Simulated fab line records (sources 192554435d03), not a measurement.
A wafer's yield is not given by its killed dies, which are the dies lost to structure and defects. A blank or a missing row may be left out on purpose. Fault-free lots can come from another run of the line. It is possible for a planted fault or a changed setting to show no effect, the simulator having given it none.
fab line records    flow n5_finfet
record lots=7  wafers=21
route steps=1938 shown SD_EPI_N@267 SD_EPI_P@300 HKMG_FIN@424 MOL_CONTACT_COAG@523
start_h: the number of hours between the record's first day and the start of the first shown wafer of the lot    wait_h: hours from the lot's prior step to this one    " unchanged from the row above    L1.1+2: a row that stands for several wafers    - either no value or no given start    * or withheld: withheld    < > ~ a bound
route shown NAME@n: a module of which the file shows steps, and the number in the route of the first    usual: mean/standard deviation taken from wafers without a fault    same: alike in all rows    chamber/n: place in a boat    sites: the reading at each site    _std_site: the standard deviation of these    _edge_site: outer sites' mean less inner sites'    radius_mm: how far each site lies from the wafer's centre    mask NAME#n: copy n    behind: the most recent tool/chamber to have shaped the wafer    hold: reason for holding the lot/hours on hold/outcome of the hold    device: which transistor (n, p or np) failed to switch    end of line: at the end of the route, the tests of the same wafers    step lacking rows: just its recipe    killed: dies lost to structure and defects at the first sort, not the wafer's yield    map: per-die view of a wafer (x killed, . not killed, _ where there is no die)
set.NAME: the run value of the setting; set.NAME@STEP: its run value at that earlier step    model.NAME: the simulator's own value behind a step, which no gauge read
lots where settings were altered on purpose, with a table for each step and a row for each wafer
## steps
# step N5_SD_EPI_N_EXPOSE_06
# recipe mask_id=SD_N_BLK  na=1.35  source_shape=conventional  sigma_outer=0.8  polarization=unpolarized  target_cd_nm=120  dose_mj=39.75
lot.wafer   tool             chamber  start_h  wait_h  mask        set.dose_mj
L076.1      arfi_scanner-01  0        61.21    -       SD_N_BLK#0  41.75
L076.2+3    "                0        "        "       SD_N_BLK#0  39.75
L078.4+5+6  arfi_scanner-01  0        74.81    -       SD_N_BLK#0  39.75
L082.3+5    arfi_scanner-03  0        95.99    -       SD_N_BLK#0  39.75
L082.6      "                0        "        "       SD_N_BLK#0  42.19
L085.2+4    arfi_scanner-03  0        120.26   -       SD_N_BLK#0  39.75
L085.3      "                0        "        "       SD_N_BLK#0  41.63
L086.2+6    arfi_scanner-03  0        130.59   -       SD_N_BLK#0  39.75
L086.5      "                0        "        "       SD_N_BLK#0  41.29
L089.1+2+4  arfi_scanner-02  0        141.35   -       SD_N_BLK#0  39.75
L091.1      arfi_scanner-02  0        156.06   -       SD_N_BLK#0  42.37
L091.3+4    "                0        "        "       SD_N_BLK#0  39.75
# step N5_SD_EPI_N_PEB_07
# recipe peb_temp_c=110  peb_time_s=60  resist=CAR-ArF-block
# step N5_SD_EPI_N_DEVELOP_08
# recipe develop_time_s=30  developer=TMAH  resist=CAR-ArF-block  dev_temp_c=23  rinse_liquid=diw  dry=air_spin
# step N5_SD_EPI_N_CD_MEAS_09
# recipe target_cd_nm=120  landing_energy_ev=500  detector=se_inlens
# usual cd_nm=119.3/0.67
lot.wafer  tool       chamber  start_h  wait_h  set.dose_mj@SD_EPI_N_EXPOSE_06  cd_nm
L076.1     cd_sem-02  0        61.33    -       41.75                           123.2
L076.2     "          0        "        "       39.75                           120.2
L076.3     "          0        "        "       39.75                           118.2
L078.4     cd_sem-01  0        74.92    -       39.75                           120.1
L078.5     "          0        "        "       39.75                           119.8
L078.6     "          0        "        "       39.75                           119.6
L082.3     cd_sem-02  0        96.10    -       39.75                           120.0
L082.5     "          0        "        "       39.75                           120.3
L082.6     "          0        "        "       42.19                           124.2
L085.2     cd_sem-02  0        120.38   -       39.75                           119.2
L085.3     "          0        "        "       41.63                           122.2
L085.4     "          0        "        "       39.75                           118.7
L086.2     cd_sem-03  0        130.71   -       39.75                           119.5
L086.5     "          0        "        "       41.29                           122.3
L086.6     "          0        "        "       39.75                           119.5
L089.1     cd_sem-02  0        141.48   -       39.75                           118.7
L089.2     "          0        "        "       39.75                           119.2
L089.4     "          0        "        "       39.75                           119.1
L091.1     cd_sem-02  0        156.19   -       42.37                           124.4
L091.3     "          0        "        "       39.75                           120.2
L091.4     "          0        "        "       39.75                           119.6
# step N5_SD_EPI_N_DESCUM_14
# recipe chemistry=O2  time_s=7.9  source_power_w=50  bias_power_w=20  pressure_mtorr=20  rf_frequency_hz=2.712e+07  temp_c=40  resist=CAR-ArF-block  o2_flow_sccm=225
lot.wafer  tool         chamber  start_h  wait_h  set.dose_mj@SD_EPI_N_EXPOSE_06  model.SD_EPI_N.cd_nm
L076.1     rie_diel-05  2        61.42    0.0     41.75                           123
L076.2     "            1        "        "       39.75                           119.6
L076.3     "            0        "        "       39.75                           118.8
L078.4     rie_diel-02  2        75.17    0.2     39.75                           120.2
L078.5     "            1        "        "       39.75                           119.8
L078.6     "            3        "        "       39.75                           119.4
L082.3+5   rie_diel-02  1,0      96.19    0.0     39.75                           120.4
L082.6     "            1        "        "       42.19                           124.4
L085.2     rie_diel-06  1        120.47   0.0     39.75                           118.8
L085.3     "            3        "        "       41.63                           122
L085.4     "            0        "        "       39.75                           119.2
L086.2     rie_diel-02  3        130.79   0.0     39.75                           119.2
L086.5     "            2        "        "       41.29                           122.4
L086.6     "            3        "        "       39.75                           119.6
L089.1     rie_diel-06  1        142.09   0.6     39.75                           118.4
L089.2+4   "            0,3      "        "       39.75                           119
L091.1     rie_diel-05  0        156.29   0.1     42.37                           124
L091.3     "            1        "        "       39.75                           120
L091.4     "            3        "        "       39.75                           119.8
# step N5_SD_EPI_N_ETCH_34
# recipe chemistry=CF4  target=SiARC  target_depth_a=455  mask_material=CAR-ArF-block  time_s=75.8  ion_energy_ev=80  pressure_mtorr=40  source_w=545  bias_w=36  Ar_flow_sccm=100  cf4_flow_sccm=100  ends=cleared
# step N5_SD_EPI_N_ETCH_35
# recipe chemistry=N2/H2  target=SOC  overetch_a=1080  mask_material=SiARC  temp_c=40  ion_energy_ev=100  source_w=3000  bias_w=133  pressure_mtorr=20  time_s=486  n2_flow_sccm=200  h2_flow_sccm=200
lot.wafer  tool         chamber  start_h  wait_h  set.dose_mj@SD_EPI_N_EXPOSE_06  model.SD_EPI_N.cd_nm
L076.1     rie_diel-05  2        61.51    0.0     41.75                           121.8
L076.2+3   "            1,0      "        "       39.75                           118.4
L078.4     rie_diel-02  2        75.40    0.2     39.75                           120.2
L078.5     "            1        "        "       39.75                           119.6
L078.6     "            3        "        "       39.75                           119
L082.3     rie_diel-02  1        96.28    0.0     39.75                           121
L082.5     "            0        "        "       39.75                           122.4
L082.6     "            1        "        "       42.19                           125.4
L085.2+4   rie_diel-06  1,0      120.56   0.0     39.75                           119.2
L085.3     "            3        "        "       41.63                           122
L086.2+6   rie_diel-02  3        130.88   0.0     39.75                           119.6
L086.5     "            2        "        "       41.29                           121.8
L089.1     rie_diel-06  1        142.18   0.0     39.75                           119.8
L089.2     "            0        "        "       39.75                           120.4
L089.4     "            3        "        "       39.75                           118.8
L091.1     rie_diel-05  0        156.38   0.0     42.37                           123
L091.3     "            1        "        "       39.75                           121.2
L091.4     "            3        "        "       39.75                           118.8
# step N5_SD_EPI_N_STRIP_36
# recipe chemistry=N2/H2  temp_c=40  n2_flow_sccm=200  h2_flow_sccm=200  rf_frequency_hz=6e+07
# step N5_SD_EPI_N_ETCHBACK_44
# recipe chemistry=CH3F/O2  mode=anisotropic_etchback  target=SiNx  target_depth_a=145  stop_on=SiO2  over_etch_frac=0.3  ion_energy_ev=120  pressure_mtorr=30  source_w=395  bias_w=73  Ar_flow_sccm=150  CH3F_flow_sccm=30  O2_flow_sccm=20
lot.wafer  tool         chamber  start_h  wait_h  set.dose_mj@SD_EPI_N_EXPOSE_06  model.SD_EPI_N.cd_nm
L076.1     rie_diel-05  2        61.83    0.0     41.75                           121.6
L076.2+3   "            1,0      "        "       39.75                           118.4
L078.4     rie_diel-02  2        75.62    0.1     39.75                           120.4
L078.5     "            1        "        "       39.75                           119.6
L078.6     "            3        "        "       39.75                           119
L082.3     rie_diel-02  1        96.60    0.0     39.75                           121
L082.5     "            0        "        "       39.75                           122.6
L082.6     "            1        "        "       42.19                           125.4
L085.2     rie_diel-06  1        120.88   0.0     39.75                           119
L085.3     "            3        "        "       41.63                           122.2
L085.4     "            0        "        "       39.75                           119.2
L086.2+6   rie_diel-02  3        131.21   0.0     39.75                           119.6
L086.5     "            2        "        "       41.29                           121.8
L089.1     rie_diel-06  1        142.51   0.0     39.75                           119.6
L089.2     "            0        "        "       39.75                           120.4
L089.4     "            3        "        "       39.75                           119
L091.1     rie_diel-05  0        156.71   0.0     42.37                           123
L091.3     "            1        "        "       39.75                           121.2
L091.4     "            3        "        "       39.75                           118.8
# step N5_SD_EPI_N_ETCH_45
# recipe chemistry=CH3F/O2  target=SiOCN  target_depth_a=60  mask_material=SOC  ion_energy_ev=60  bias_w=29  pressure_mtorr=15  source_w=410  Ar_flow_sccm=150  CH3F_flow_sccm=30  O2_flow_sccm=20
lot.wafer  tool         chamber  start_h  wait_h  set.dose_mj@SD_EPI_N_EXPOSE_06  model.SD_EPI_N.cd_nm
L076.1     rie_diel-05  2        61.93    0.1     41.75                           121.8
L076.2     "            1        "        "       39.75                           118.6
L076.3     "            0        "        "       39.75                           118.4
L078.4     rie_diel-02  2        75.72    0.1     39.75                           120.2
L078.5     "            1        "        "       39.75                           119.6
L078.6     "            3        "        "       39.75                           119
L082.3     rie_diel-02  1        96.70    0.1     39.75                           121
L082.5     "            0        "        "       39.75                           122.6
L082.6     "            1        "        "       42.19                           125.2
L085.2+4   rie_diel-06  1,0      120.98   0.1     39.75                           119
L085.3     "            3        "        "       41.63                           122
L086.2+6   rie_diel-02  3        131.31   0.1     39.75                           119.6
L086.5     "            2        "        "       41.29                           121.8
L089.1     rie_diel-06  1        142.61   0.1     39.75                           119.6
L089.2     "            0        "        "       39.75                           120.2
L089.4     "            3        "        "       39.75                           118.8
L091.1     rie_diel-05  0        156.81   0.1     42.37                           122.8
L091.3     "            1        "        "       39.75                           121.2
L091.4     "            3        "        "       39.75                           118.6
# step N5_SD_EPI_N_ETCH_16
# recipe chemistry=CHF3/O2  target=SiO2  target_depth_a=50  mask_material=SOC  pressure_mtorr=30  source_w=650  bias_w=170  Ar_flow_sccm=200  CHF3_flow_sccm=50  O2_flow_sccm=5  ion_energy_ev=200
# step N5_SD_EPI_N_STRIP_47
# recipe chemistry=CHF3/O2  resist=SiARC  rf_frequency_hz=6e+07
# step N5_SD_EPI_N_PRECLEAN_24
# recipe chemistry=O3/DIW  time_s=60  temp_c=22  o3_ppm=10
# step N5_SD_EPI_N_SRD_25
# recipe time_s=30  temp_c=23  rinse_liquid=diw  dry=ipa_marangoni
# step N5_SD_EPI_N_PRECLEAN_49
# recipe chemistry=NF3:NH3  afs_cycles=1  temp_c=30  time_s=20  sublimation_temp_c=180  sublimation_time_s=60  pressure_torr=3  rf_power_w=30
lot.wafer   tool              chamber  start_h  wait_h  set.target_thk_a@SPACER0_ALD_08  model.SiNx_of_SPACER0_ALD_08.thk_nm
L076.1      remote_plasma-02  1        64.93    0.0     20                               1
L076.2+3    "                 1        "        "       19.06                            1
L078.4+5+6  remote_plasma-01  1        80.46    0.1     20                               1
L082.3+6    remote_plasma-01  1        99.76    0.1     21.92                            1.2
L082.5      "                 1        "        "       20                               1
L085.2      remote_plasma-02  1        124.94   0.1     20                               1
L085.3+4    "                 1        "        "       22.56                            1.4
L086.2+6    remote_plasma-02  0        134.51   0.1     20                               1
L086.5      "                 0        "        "       21.42                            1.2
L089.1+2+4  remote_plasma-02  1        146.42   0.0     20                               1
L091.1      remote_plasma-01  1        159.79   0.0     20                               1
L091.3      "                 1        "        "       21.5                             1.2
L091.4      "                 1        "        "       20                               1.2
# step N5_SD_EPI_P_EXPOSE_06
# recipe mask_id=SD_P_BLK  na=1.35  source_shape=conventional  sigma_outer=0.8  polarization=unpolarized  target_cd_nm=240  dose_mj=39.5
lot.wafer   tool             chamber  start_h  wait_h  mask        set.dose_mj
L076.1+3    arfi_scanner-01  0        65.66    -       SD_P_BLK#0  41.29
L076.2      "                0        "        "       SD_P_BLK#0  39.5
L078.4+5    arfi_scanner-02  0        80.99    -       SD_P_BLK#0  42.34
L078.6      "                0        "        "       SD_P_BLK#0  39.5
L082.3      arfi_scanner-02  0        100.53   -       SD_P_BLK#0  36.6
L082.5+6    "                0        "        "       SD_P_BLK#0  39.5
L085.2+3    arfi_scanner-02  0        125.64   -       SD_P_BLK#0  40.33
L085.4      "                0        "        "       SD_P_BLK#0  39.5
L086.2+5    arfi_scanner-03  0        135.21   -       SD_P_BLK#0  39.5
L086.6      "                0        "        "       SD_P_BLK#0  36.9
L089.1+2+4  arfi_scanner-01  0        147.16   -       SD_P_BLK#0  39.5
L091.1+4    arfi_scanner-03  0        160.62   -       SD_P_BLK#0  39.5
L091.3      "                0        "        "       SD_P_BLK#0  40.49
# step N5_SD_EPI_P_PEB_07
# recipe peb_temp_c=110  peb_time_s=60  resist=CAR-ArF-block
lot.wafer   tool            chamber  start_h  wait_h  set.peb_time_s
L076.1+2    litho_track-01  0        65.71    0.1     49.56
L076.3      "               0        "        "       60
L078.4+5+6  litho_track-01  0        81.03    0.0     60
L082.3+6    litho_track-04  0        100.58   0.0     60
L082.5      "               0        "        "       49.24
L085.2+3+4  litho_track-03  0        125.69   0.0     60
L086.2+5+6  litho_track-04  0        135.26   0.0     60
L089.1+2+4  litho_track-04  0        147.22   0.1     60
L091.1+3+4  litho_track-03  0        160.68   0.1     60
# step N5_SD_EPI_P_DEVELOP_08
# recipe develop_time_s=30  developer=TMAH  resist=CAR-ArF-block  dev_temp_c=23  rinse_liquid=diw  dry=air_spin
# step N5_SD_EPI_P_CD_MEAS_09
# recipe target_cd_nm=240  landing_energy_ev=500  detector=se_inlens
# usual cd_nm=240.3/0.8
lot.wafer  tool       chamber  start_h  wait_h  set.dose_mj@SD_EPI_P_EXPOSE_06  set.peb_time_s@SD_EPI_P_PEB_07  cd_nm
L076.1     cd_sem-01  0        65.78    -       41.29                           49.56                           236.6
L076.2     "          0        "        "       39.5                            49.56                           234.2
L076.3     "          0        "        "       41.29                           60                              244.3
L078.4     cd_sem-02  0        81.10    -       42.34                           60                              245.1
L078.5     "          0        "        "       42.34                           60                              245.0
L078.6     "          0        "        "       39.5                            60                              240.2
L082.3     cd_sem-01  0        100.65   -       36.6                            60                              235.8
L082.5     "          0        "        "       39.5                            49.24                           233.5
L082.6     "          0        "        "       39.5                            60                              240.1
L085.2     cd_sem-02  0        125.76   -       40.33                           60                              241.6
L085.3     "          0        "        "       40.33                           60                              241.2
L085.4     "          0        "        "       39.5                            60                              239.4
L086.2     cd_sem-03  0        135.33   -       39.5                            60                              240.2
L086.5     "          0        "        "       39.5                            60                              240.1
L086.6     "          0        "        "       36.9                            60                              234.9
L089.1     cd_sem-01  0        147.29   -       39.5                            60                              240.3
L089.2     "          0        "        "       39.5                            60                              240.7
L089.4     "          0        "        "       39.5                            60                              240.0
L091.1     cd_sem-01  0        160.74   -       39.5                            60                              240.3
L091.3     "          0        "        "       40.49                           60                              242.8
L091.4     "          0        "        "       39.5                            60                              241.0
# step N5_SD_EPI_P_DESCUM_14
# recipe chemistry=O2  time_s=7.9  source_power_w=50  bias_power_w=20  pressure_mtorr=20  rf_frequency_hz=2.712e+07  temp_c=40  resist=CAR-ArF-block  o2_flow_sccm=225
lot.wafer  tool         chamber  start_h  wait_h  set.dose_mj@SD_EPI_P_EXPOSE_06  set.peb_time_s@SD_EPI_P_PEB_07  model.SD_EPI_P.cd_nm
L076.1     rie_diel-04  0        65.87    0.0     41.29                           49.56                           236.8
L076.2     "            3        "        "       39.5                            49.56                           234
L076.3     "            1        "        "       41.29                           60                              244
L078.4     rie_diel-01  3        81.18    0.0     42.34                           60                              244.8
L078.5     "            0        "        "       42.34                           60                              244.6
L078.6     "            3        "        "       39.5                            60                              240
L082.3     rie_diel-01  2        100.74   0.0     36.6                            60                              235.8
L082.5     "            3        "        "       39.5                            49.24                           233.6
L082.6     "            0        "        "       39.5                            60                              239.8
L085.2     rie_diel-01  0        125.85   0.0     40.33                           60                              241.6
L085.3     "            3        "        "       40.33                           60                              241
L085.4     "            1        "        "       39.5                            60                              239.4
L086.2+5   rie_diel-01  2,1      135.42   0.0     39.5                            60                              240.2
L086.6     "            2        "        "       36.9                            60                              234.8
L089.1     rie_diel-01  1        147.80   0.5     39.5                            60                              240
L089.2     "            3        "        "       39.5                            60                              240.4
L089.4     "            3        "        "       39.5                            60                              239.8
L091.1     rie_diel-01  2        160.83   0.0     39.5                            60                              240.4
L091.3     "            1        "        "       40.49                           60                              242.2
L091.4     "            3        "        "       39.5                            60                              241
# step N5_SD_EPI_P_ETCH_36
# recipe chemistry=CF4  target=SiARC  target_depth_a=455  mask_material=CAR-ArF-block  time_s=75.8  ion_energy_ev=80  pressure_mtorr=40  source_w=545  bias_w=36  Ar_flow_sccm=100  cf4_flow_sccm=100  ends=cleared
lot.wafer  tool         chamber  start_h  wait_h  set.dose_mj@SD_EPI_P_EXPOSE_06  set.peb_time_s@SD_EPI_P_PEB_07  model.SD_EPI_P.cd_nm
L076.1     rie_diel-04  0        65.90    0.0     41.29                           49.56                           236.8
L076.2     "            3        "        "       39.5                            49.56                           233.8
L076.3     "            1        "        "       41.29                           60                              244.2
L078.4     rie_diel-01  3        81.22    0.0     42.34                           60                              244.6
L078.5     "            0        "        "       42.34                           60                              244.4
L078.6     "            3        "        "       39.5                            60                              239.6
L082.3     rie_diel-01  2        100.77   0.0     36.6                            60                              235.8
L082.5     "            3        "        "       39.5                            49.24                           233.2
L082.6     "            0        "        "       39.5                            60                              239.8
L085.2     rie_diel-01  0        125.88   0.0     40.33                           60                              241.4
L085.3     "            3        "        "       40.33                           60                              240.8
L085.4     "            1        "        "       39.5                            60                              239.2
L086.2     rie_diel-01  2        135.45   0.0     39.5                            60                              240.2
L086.5     "            1        "        "       39.5                            60                              240
L086.6     "            2        "        "       36.9                            60                              234.6
L089.1     rie_diel-01  1        147.83   0.0     39.5                            60                              240
L089.2     "            3        "        "       39.5                            60                              240.4
L089.4     "            3        "        "       39.5                            60                              239.8
L091.1     rie_diel-01  2        160.87   0.0     39.5                            60                              240.6
L091.3     "            1        "        "       40.49                           60                              242
L091.4     "            3        "        "       39.5                            60                              241
# step N5_HKMG_FIN_COAT_06
# recipe resist=CAR-ArF  spin_rpm=1500  resist_thk_nm=90
lot.wafer  tool            chamber  start_h  wait_h  set.spin_rpm  model.CAR-ArF_of_HKMG_FIN_COAT_06.thk_nm
L076.1     litho_track-05  0        -        -       1500          90.2
L076.2     "               0        "        "       1500          90.4
L076.3     "               0        "        "       1377          94
L078.4     litho_track-03  0        -        -       1500          89.6
L078.5     "               0        "        "       1662          85
L078.6     "               0        "        "       1500          90
L082.3     litho_track-01  0        -        -       1500          89.8
L082.5     "               0        "        "       1574          87.6
L082.6     "               0        "        "       1574          87.4
L085.2     litho_track-01  0        -        -       1500          90
L085.3     "               0        "        "       1500          89.8
L085.4     "               0        "        "       1659          85.6
L086.2     litho_track-01  0        -        -       1500          89.6
L086.5     "               0        "        "       1584          87.2
L086.6     "               0        "        "       1500          89.4
L089.1     litho_track-01  0        -        -       1500          90
L089.2     "               0        "        "       1500          89.8
L089.4     "               0        "        "       1500          90.2
L091.1     litho_track-03  0        -        -       1500          90
L091.3     "               0        "        "       1452          91.4
L091.4     "               0        "        "       1452          91.6
# step N5_MOL_CONTACT_COAG_EXPOSE_05
# recipe mask_id=CA  na=0.33  source_shape=annular  sigma_inner=0.4  sigma_outer=0.8  polarization=unpolarized  defocus_nm=0  dose_mj=38.25
lot.wafer   tool            chamber  start_h  wait_h  mask  set.dose_mj
L076.1+3    euv_scanner-01  0        98.60    -       CA#0  39.29
L076.2      "               0        "        "       CA#0  38.25
L078.4+6    euv_scanner-02  0        113.96   -       CA#0  38.25
L078.5      "               0        "        "       CA#0  36.88
L082.3+5    euv_scanner-01  0        134.08   -       CA#0  38.25
L082.6      "               0        "        "       CA#0  35.46
L085.2+3    euv_scanner-01  0        158.88   -       CA#0  36.46
L085.4      "               0        "        "       CA#0  38.25
L086.2+5    euv_scanner-02  0        168.78   -       CA#0  38.25
L086.6      "               0        "        "       CA#0  41.11
L089.1+2+4  euv_scanner-02  0        190.12   -       CA#0  38.25
L091.1      euv_scanner-01  0        195.71   -       CA#0  38.25
L091.3+4    "               0        "        "       CA#0  40.77
# step N5_MOL_CONTACT_COAG_PEB_06
# recipe peb_temp_c=100  peb_time_s=60  resist=CAR-EUV
# step N5_MOL_CONTACT_COAG_DEVELOP_07
# recipe develop_time_s=30  developer=TMAH  resist=CAR-EUV  rinse_liquid=surfactant_rinse  dry=air_spin  dev_temp_c=23
# step N5_MOL_CONTACT_COAG_CD_MEAS_08
# recipe target_cd_nm=28  landing_energy_ev=500  detector=se_inlens  polarity=opening
# usual cd_nm=27.88/0.28
lot.wafer  tool       chamber  start_h  wait_h  set.dose_mj@MOL_CONTACT_COAG_EXPOSE_05  cd_nm
L076.1     cd_sem-03  0        98.73    -       39.29                                   28.58
L076.2     "          0        "        "       38.25                                   27.61
L076.3     "          0        "        "       39.29                                   28.62
L078.4     cd_sem-03  0        114.07   -       38.25                                   28.38
L078.5     "          0        "        "       36.88                                   27.34
L078.6     "          0        "        "       38.25                                   28.28
L082.3     cd_sem-01  0        134.20   -       38.25                                   27.49
L082.5     "          0        "        "       38.25                                   27.82
L082.6     "          0        "        "       35.46                                   25.77
L085.2     cd_sem-03  0        159.00   -       36.46                                   27.00
L085.3     "          0        "        "       36.46                                   27.23
L085.4     "          0        "        "       38.25                                   28.00
L086.2     cd_sem-03  0        168.90   -       38.25                                   28.21
L086.5     "          0        "        "       38.25                                   28.16
L086.6     "          0        "        "       41.11                                   29.55
L089.1     cd_sem-01  0        190.25   -       38.25                                   27.30
L089.2     "          0        "        "       38.25                                   27.92
L089.4     "          0        "        "       38.25                                   28.00
L091.1     cd_sem-03  0        195.84   -       38.25                                   27.67
L091.3     "          0        "        "       40.77                                   28.76
L091.4     "          0        "        "       40.77                                   28.58
# step N5_MOL_CONTACT_COAG_DESCUM_13
# recipe chemistry=O2  time_s=7  source_power_w=50  bias_power_w=20  pressure_mtorr=20  rf_frequency_hz=2.712e+07  temp_c=40  resist=CAR-EUV  o2_flow_sccm=225
# step N5_MOL_CONTACT_COAG_ETCH_59
# recipe chemistry=N2/H2  target=underlayer  target_depth_a=130  mask_material=CAR-EUV  time_s=10.4  ion_energy_ev=200  pressure_mtorr=30  source_w=840  bias_w=150  n2_flow_sccm=200  h2_flow_sccm=200  ends=cleared
lot.wafer  tool         chamber  start_h  wait_h  set.dose_mj@MOL_CONTACT_COAG_EXPOSE_05  model.MOL_CONTACT_COAG.cd_offset_nm
L076.1     rie_diel-05  3        98.88    0.0     39.29                                   0.4
L076.2     "            0        "        "       38.25                                   0
L076.3     "            2        "        "       39.29                                   0.6
L078.4+6   rie_diel-06  3        114.22   0.0     38.25                                   -0.2
L078.5     "            0        "        "       36.88                                   -0.8
L082.3     rie_diel-02  0        134.35   0.0     38.25                                   -0.4
L082.5     "            3        "        "       38.25                                   -0.2
L082.6     "            0        "        "       35.46                                   -2.2
L085.2     rie_diel-06  0        159.16   0.0     36.46                                   -1.2
L085.3     "            2        "        "       36.46                                   -1
L085.4     "            1        "        "       38.25                                   0
L086.2+5   rie_diel-02  1        169.06   0.0     38.25                                   0.2
L086.6     "            2        "        "       41.11                                   1.6
L089.1     rie_diel-02  0        190.41   0.0     38.25                                   -0.6
L089.2     "            3        "        "       38.25                                   -0.4
L089.4     "            2        "        "       38.25                                   -0.2
L091.1     rie_diel-02  2        196.35   0.0     38.25                                   -0.4
L091.3+4   "            1,0      "        "       40.77                                   1
## key
split step=N5_SD_EPI_N_EXPOSE_06  setting=dose_mj  stated=39.75  by=wafer
response step=N5_SD_EPI_N_CD_MEAS_09  reading=cd_nm  change=+0.697  per=1%  r=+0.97
response step=N5_SD_EPI_N_DESCUM_14  reading=model.SD_EPI_N.cd_nm  change=+0.671  per=1%  r=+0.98
response step=N5_SD_EPI_N_ETCH_35  reading=model.SD_EPI_N.cd_nm  change=+0.566  per=1%  r=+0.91
response step=N5_SD_EPI_N_ETCHBACK_44  reading=model.SD_EPI_N.cd_nm  change=+0.564  per=1%  r=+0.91
response step=N5_SD_EPI_N_ETCH_45  reading=model.SD_EPI_N.cd_nm  change=+0.551  per=1%  r=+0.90
split step=N5_SD_EPI_P_EXPOSE_06  setting=dose_mj  stated=39.5  by=wafer
response step=N5_SD_EPI_P_CD_MEAS_09  reading=cd_nm  slope=+0.694  per=1%  together_with=peb_time_s@SD_EPI_P_PEB_07  explained=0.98
response step=N5_SD_EPI_P_DESCUM_14  reading=model.SD_EPI_P.cd_nm  slope=+0.683  per=1%  together_with=peb_time_s@SD_EPI_P_PEB_07  explained=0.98
response step=N5_SD_EPI_P_ETCH_36  reading=model.SD_EPI_P.cd_nm  slope=+0.692  per=1%  together_with=peb_time_s@SD_EPI_P_PEB_07  explained=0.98
split step=N5_SD_EPI_P_PEB_07  setting=peb_time_s  stated=60  by=wafer
response step=N5_SD_EPI_P_CD_MEAS_09  reading=cd_nm  slope=+0.406  per=1%  together_with=dose_mj@SD_EPI_P_EXPOSE_06  explained=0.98
response step=N5_SD_EPI_P_DESCUM_14  reading=model.SD_EPI_P.cd_nm  slope=+0.389  per=1%  together_with=dose_mj@SD_EPI_P_EXPOSE_06  explained=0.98
response step=N5_SD_EPI_P_ETCH_36  reading=model.SD_EPI_P.cd_nm  slope=+0.409  per=1%  together_with=dose_mj@SD_EPI_P_EXPOSE_06  explained=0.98
split step=N5_HKMG_FIN_COAT_06  setting=spin_rpm  stated=1500  by=wafer
response step=N5_HKMG_FIN_COAT_06  reading=model.CAR-ArF_of_HKMG_FIN_COAT_06.thk_nm  change=-0.433  per=1%  r=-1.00
split step=N5_MOL_CONTACT_COAG_EXPOSE_05  setting=dose_mj  stated=38.25  by=wafer
response step=N5_MOL_CONTACT_COAG_CD_MEAS_08  reading=cd_nm  change=+0.211  per=1%  r=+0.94
response step=N5_MOL_CONTACT_COAG_ETCH_59  reading=model.MOL_CONTACT_COAG.cd_offset_nm  change=+0.217  per=1%  r=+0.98
split outside_this_file step=N5_SPACER0_ALD_08 setting=target_thk_a
# split outside_this_file: this setting was split too, and the file shows its column; the key of that split is in another file
